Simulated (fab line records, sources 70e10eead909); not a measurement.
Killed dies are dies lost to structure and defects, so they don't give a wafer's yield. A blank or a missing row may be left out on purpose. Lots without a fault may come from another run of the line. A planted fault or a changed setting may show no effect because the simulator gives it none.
Chamber matching | flow nand_harc | NHARC_A_CHANNEL_FILL_D1_ALD_25 on ald_hk-03: 4 sister chambers
The step deposits SiOx, target thk 60 nm, pulse time 10 s, ald cycles 600. 4 wafers are shown with their chamber, then 6 later ones without.

WAFERS WITH THEIR CHAMBER
wafer  | chamber | heater_power_w (W)
L245.5 | 0       | 475
L248.1 | 3       | 475
L248.2 | 2       | 514
L248.4 | 1       | 433

WAFERS WITHOUT THEIR CHAMBER
wafer  | heater_power_w (W)
L250.4 | 515
L250.3 | 449
L250.6 | 509
L251.1 | 449
L251.2 | 490
L251.6 | 509

WHICH CHAMBER EACH WENT THROUGH
wafer  | from the rows above          | in truth
L250.4 | 2                            | 2
L250.3 | can't be placed: 1 or 0 or 3 | 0
L250.6 | 2                            | 2
L251.1 | can't be placed: 1 or 0 or 3 | 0
L251.2 | can't be placed: 0 or 3 or 2 | 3
L251.6 | 2                            | 2
Placed correctly: 3 of 6. Can't be placed from these rows: 3 (the true chamber is among the candidates in 3). Placed wrongly: 0.
How it was worked out, from the rows above alone: a wafer's distance from a chamber is the root of the sum, over the readings, of the square of ((its reading less the chamber's mean) divided by the reading's scatter). The wafer belongs to the nearest chamber; if the next one is less than 2 further off, it can't be placed. A chamber's mean is the mean of its shown wafers. The scatter: with one shown wafer a chamber, the root of the mean of the squares of how far each hidden wafer lies from its nearest shown one.
